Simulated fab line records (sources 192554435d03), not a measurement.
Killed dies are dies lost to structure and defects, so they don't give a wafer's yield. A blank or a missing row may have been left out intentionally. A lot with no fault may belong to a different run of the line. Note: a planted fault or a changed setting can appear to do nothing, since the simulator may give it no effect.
Matching of chambers | flow n5_finfet | N5_DUMMY_GATE_ALD_02 on ald_sin-03 has 4 sister chambers
The step deposits SiO2, target thk 2 nm, pulse time 1 s. 16 wafers are shown with their chamber, then 8 later ones without.

## WAFERS WITH THEIR CHAMBER
wafer  | chamber | heater_power_w (W) | precursor_pulse_height_rel
L075.2 | 3       | 488                | 1.011
L075.4 | 0       | 449                | 0.973
L075.5 | 2       | 497                | 1.038
L076.1 | 3       | 493                | 1.069
L076.4 | 2       | 508                | 1.024
L076.6 | 0       | 453                | 1.023
L078.1 | 2       | 488                | 0.998
L078.4 | 1       | 468                | 0.995
L078.6 | 1       | 468                | 0.991
L079.1 | 1       | 468                | 0.995
L079.5 | 1       | 450                | 0.977
L079.6 | 2       | 487                | 0.989
L081.2 | 0       | 456                | 1.006
L081.3 | 1       | 472                | 1.001
L081.4 | 3       | 491                | 0.993
L092.4 | 1       | 464                | 1.008

SIGNATURES, as means of the wafers listed above
reading                    | chamber 0 | chamber 1 | chamber 2 | chamber 3 | scatter within a chamber
heater_power_w             | 452.67    | 465.00    | 495.00    | 490.67    | 7.22
precursor_pulse_height_rel | 1.00067   | 0.99450   | 1.01225   | 1.02433   | 0.0233
Rule: a wafer's distance from a chamber is the root of the sum, over the readings, of the square of ((its reading less the chamber's mean) divided by the reading's scatter). The wafer belongs to the nearest chamber; if the next one is less than 2 further off, it can't be placed. The scatter: take each reading less its chamber's mean, square it, sum over the shown wafers, divide by the number of wafers less the number of chambers, and take the root.

## WAFERS WITHOUT THEIR CHAMBER
wafer  | heater_power_w (W) | precursor_pulse_height_rel
L092.5 | 461                | 0.974
L092.6 | 463                | 0.980
L095.2 | 462                | 0.978
L095.4 | 484                | 0.995
L095.6 | 439                | 0.965
L096.1 | 463                | 0.996
L096.2 | 502                | 0.983
L096.3 | 501                | 1.008

## EACH ONE'S CHAMBER
wafer  | from the rows above          | in truth
L092.5 | can't be placed: 1 or 0      | 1
L092.6 | can't be placed: 1 or 0      | 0
L095.2 | can't be placed: 1 or 0      | 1
L095.4 | can't be placed: 3 or 2 or 1 | 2
L095.6 | can't be placed: 0 or 1      | 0
L096.1 | can't be placed: 1 or 0      | 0
L096.2 | can't be placed: 2 or 3      | 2
L096.3 | can't be placed: 2 or 3      | 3
Correctly placed: 0 of 8. Unplaceable from these rows: 8, with the true chamber sitting among the candidates in 8. 0 placed wrongly.
